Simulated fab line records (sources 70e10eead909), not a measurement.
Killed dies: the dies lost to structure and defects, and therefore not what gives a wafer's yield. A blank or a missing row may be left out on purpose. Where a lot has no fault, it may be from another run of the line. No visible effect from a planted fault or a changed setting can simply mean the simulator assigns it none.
One fault seen from 2 desks    flow nand harc    each desk holds nothing but its own numbers, with what lay behind them at the end

METROLOGY DESK
What the gauges read for every lot (on any tool): the sampled wafers with a number, averaged. The brackets show how far a lot's mean lies from the usual mean; more than 4 standard deviations puts the lot out of limits, marked OUT.
Columns: A = cd nm at NHARC_A_M1_CD_MEAS_09, usual 120.1 nm; B = overlay x nm at NHARC_A_M1_OVL_MEAS_10, usual 0.1 nm; C = overlay y nm at NHARC_A_M1_OVL_MEAS_10, usual 0.4 nm
lot   first seen here  A                 B     C
L651  day 23 13:21     119.9             0.9   0.7
L658  day 23 14:16     120.4             0.2   0.9
L656  day 23 20:55     120.0             0.4   0.1
L657  day 24 01:28     119.7             -0.1  1.6
L660  day 24 01:49     120.4             -0.0  1.5
L659  day 24 02:56     120.2             0.1   0.9
L663  day 24 07:30     119.3             0.5   0.6
L667  day 25 10:02     119.6             0.1   -0.2
L671  day 25 14:19     119.8             0.4   0.9
L670  day 25 15:49     123.9 (+7.1) OUT  0.8   -0.2
L662  day 26 05:43     119.5             -1.2  0.4
L673  day 26 16:23     120.8             0.5   0.1
L672  day 26 17:38     120.1             -0.2  -0.3
This desk finds L670 out of limits, L670 being first, at day 25 15:49 (cd nm at NHARC_A_M1_CD_MEAS_09). Within limits: L651, L658, L656, L657, L660, L659, L663, L667, L671, L662, L673, L672.

TOOL OWNER'S DESK, arfi scanner-03
The tool's own readings at NHARC_A_M1_EXPOSE_06 (exposes mask A M1, target cd 120 nm): means of the sampled wafers that have a number, for each lot that ran on this tool. The brackets show how far a lot's mean lies from the usual mean; more than 4 standard deviations puts the lot out of limits, marked OUT.
Columns: A = exposure dose mJ cm2 at NHARC_A_M1_EXPOSE_06, usual 75.14; B = stage vel mm s at NHARC_A_M1_EXPOSE_06, usual 499.97 mm/s
lot   first seen here  A                B
L658  day 23 14:07     75.11            500.15
L656  day 23 20:47     75.18            499.81
L663  day 24 07:22     75.18            499.95
L667  day 25 09:55     75.12            499.87
L670  day 25 15:41     74.15 (-15) OUT  499.89
This desk finds L670 out of limits, L670 being first, at day 25 15:41 (exposure dose mJ cm2 at NHARC_A_M1_EXPOSE_06). Within limits: L658, L656, L663, L667.

ALL TOGETHER
At day 25 15:41, on L670, the tool owner's desk was in a position to raise an alarm.
At day 25 15:49 the metrology desk could have sounded an alarm, on L670.
All the named lots went through NHARC_A_M1_EXPOSE_06 on arfi scanner-03.

WHAT HAD BEEN PUT IN BY THE SIMULATOR
Process parameter drift: arfi scanner-03, from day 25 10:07 on, at NHARC_A_M1_EXPOSE_06. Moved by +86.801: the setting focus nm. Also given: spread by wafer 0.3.
Struck lots among those shown: L670.
Fault start to first reading out of limits, in hours, per desk: tool owner, 6; metrology, 6.
